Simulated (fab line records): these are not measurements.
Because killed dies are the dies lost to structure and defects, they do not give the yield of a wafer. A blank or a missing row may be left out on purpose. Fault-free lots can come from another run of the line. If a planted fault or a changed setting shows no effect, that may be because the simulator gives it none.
A lot that was struck, set against a sound lot / flow nand_harc / 15 out of 1302 route steps
Sound: wafers L804.2, L804.3, L804.4. Struck: wafers L815.1, L815.5, L815.6. At the end, the cause is stated.
Per side, at each step with rows, come the tool, then ch with its chambers, and then its first start. Under that, the readings that differ: sound wafers / struck wafers / difference of the means / sigmas: that difference in standard deviations of wafers without a fault.
alike: readings whose means differ by less than 2 such deviations, and words and numbers that are the same on both sides. not compared: withheld readings, readings that some wafer has no value for, bounds like >300 that may hide the same value, and numbers for which the record gives no deviation and whose values overlap.
Wherever a step has rows on one side only, a row that says differs or no value, or a row with sigmas, the two part there. Numbers that have no deviation but don't overlap get no sigmas and don't part them. Lack of a reading on every wafer of one side parts them only where that side has two or more wafers.

first, 3 steps without rows for these wafers: NHARC_THIN_TSV_EXPOSE_09 (exposes mask TSV); NHARC_THIN_TSV_PEB_10 (peb time 85 s); NHARC_THIN_TSV_DEVELOP_11 (time 70 s).
NHARC_THIN_TSV_CD_MEAS_12: the cd target is 1000 nm.
  sound on cd_sem-02 ch 0, day 25 14:11; struck on cd_sem-03 ch 0, day 30 07:13
  alike: cd_nm
then, 1 step without rows for these wafers: NHARC_THIN_TSV_HARDBAKE_13 (time 80 s).
NHARC_THIN_TSV_DESCUM_14: chemistry O2, time 3 s.
  sound on rie_diel-03 ch 1,2,3, day 25 14:20; struck on rie_diel-03 ch 2,3, day 30 07:23
  alike: drypump_motor_current_A, oes_product_au, rf_vpp_V, showerhead_plenum_p_Torr, throttle_valve_pct
  not compared: rf_hours_counter_h
NHARC_THIN_TSV_ETCH_44: etches the open film in CF4/O2, target depth 1594.2 nm, time 797.1 s.
  sound on rie_diel-03 ch 0,1,3, day 25 14:25; struck on rie_diel-03 ch 0,3, day 30 07:31
  alike: drypump_motor_current_A, oes_product_au, rf_vpp_V, showerhead_plenum_p_Torr, throttle_valve_pct
  not compared: rf_hours_counter_h
NHARC_THIN_TSV_ETCH_15: target depth 3000 nm, bosch target overetch cycles 2, bosch etch step 2.8 s.
  sound on rie_si-05 ch 1,2,3, day 25 14:59; struck on rie_si-01 ch 1,2, day 30 08:02
  alike: drypump_motor_current_A
  not compared: rf_hours_counter_h
NHARC_THIN_TSV_CD_MEAS_16:
  struck on cd_sem-03, day 30 08:10; sound on cd_sem-01, day 25 15:08
  alike: cd_nm
NHARC_THIN_TSV_STRIP_45: strips in O2.
  sound on plasma_asher-02 ch 0,1, day 25 15:15; struck on plasma_asher-02 ch 0,1, day 30 08:44
  alike: drypump_motor_current_A, heater_power_w
  not compared: rf_hours_counter_h
then, 2 steps without rows for these wafers: NHARC_THIN_TSV_STRIP_46 (strips in post etch residue remover, time 1200 s); NHARC_THIN_TSV_DEP_47 (deposits SiO2, target thk 200 nm).
NHARC_THIN_TSV_ETCHBACK_48: etches the open film in C4F8/Ar, target depth 1028.5 nm, time 405.17 s.
  sound on rie_diel-02 ch 0,1,3, day 25 16:25; struck on rie_diel-13 ch 1,2, day 30 09:56
  no value came back on the struck wafers for any of 5 readings (bias_w (W), chamber_pressure_mTorr (mTorr) and others); on the sound wafers bias_w (W) reads 300.0 299.2 300.1
NHARC_THIN_TSV_STRIP_62: strips in N2/H2, time 20 s.
  sound on plasma_asher-02 ch 0,1, day 25 16:46; struck on plasma_asher-01 ch 0,1, day 30 10:17
reading=drypump_motor_current_A (A); sound=6.2 6.2 6.1; struck=5.1 5.1 5.6; difference=-0.9; sigmas=-2
  alike: heater_power_w
  not compared: rf_hours_counter_h
NHARC_END_SORT_01:
  the record has rows for the sound wafers here (prober-02 ch 0, day 26 05:49) and none for the struck ones

## WHERE THEY PART
Earliest at NHARC_THIN_TSV_ETCHBACK_48; latest, in this record, at NHARC_END_SORT_01.

WHY: what had been put in by the simulator
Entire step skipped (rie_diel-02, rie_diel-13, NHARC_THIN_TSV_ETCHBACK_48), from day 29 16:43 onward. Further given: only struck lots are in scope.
